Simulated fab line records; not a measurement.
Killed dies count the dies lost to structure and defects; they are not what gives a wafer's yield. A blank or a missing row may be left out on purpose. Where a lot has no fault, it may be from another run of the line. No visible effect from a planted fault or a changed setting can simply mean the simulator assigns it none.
Chamber matching | flow nand-harc | NHARC_A_CONTACT_DEP_24 on pecvd-04 has 3 sister chambers
The step deposits SiO2, target thk 500 nm. 3 wafers are shown with their chamber, then 12 later ones without.

WAFERS WITH THEIR CHAMBER
wafer  | chamber | throttle-valve-pct (%)
L084.4 | 1       | 15.7
L090.5 | 2       | 15.5
L090.6 | 0       | 16.6

WAFERS WITH NO CHAMBER GIVEN
wafer  | throttle-valve-pct (%)
L093.1 | 16.5
L093.4 | 15.4
L093.6 | 16.0
L092.1 | 16.5
L092.2 | 15.5
L092.5 | 16.0
L095.1 | 16.4
L095.2 | 16.3
L095.4 | 16.4
L096.1 | 16.5
L096.3 | 15.8
L096.4 | 16.1

CHAMBER TAKEN BY EACH
wafer  | from the rows above          | in truth
L093.1 | 0                            | 0
L093.4 | can't be placed: 2 or 1      | 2
L093.6 | can't be placed: 1 or 2 or 0 | 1
L092.1 | 0                            | 0
L092.2 | can't be placed: 2 or 1      | 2
L092.5 | can't be placed: 1 or 2 or 0 | 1
L095.1 | 0                            | 0
L095.2 | can't be placed: 0 or 1      | 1
L095.4 | 0                            | 0
L096.1 | 0                            | 0
L096.3 | can't be placed: 1 or 2      | 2
L096.4 | can't be placed: 1 or 0 or 2 | 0
Placed correctly: 5 of 12. Unplaceable from these rows: 7, with the true chamber sitting among the candidates in 7. Placed wrongly: 0.
How it was worked out, from the rows above alone: a wafer's distance from a chamber is the root of the sum, over the readings, of the square of ((its reading less the chamber's mean) divided by the reading's scatter). If the next closest chamber is less than 2 further off than the closest, the wafer can't be placed; otherwise it belongs to the closest. The mean given for a chamber averages the wafers shown for that chamber. The scatter (one wafer shown for each chamber): square how far every hidden wafer sits from the nearest shown wafer, average those squares and take the square root.
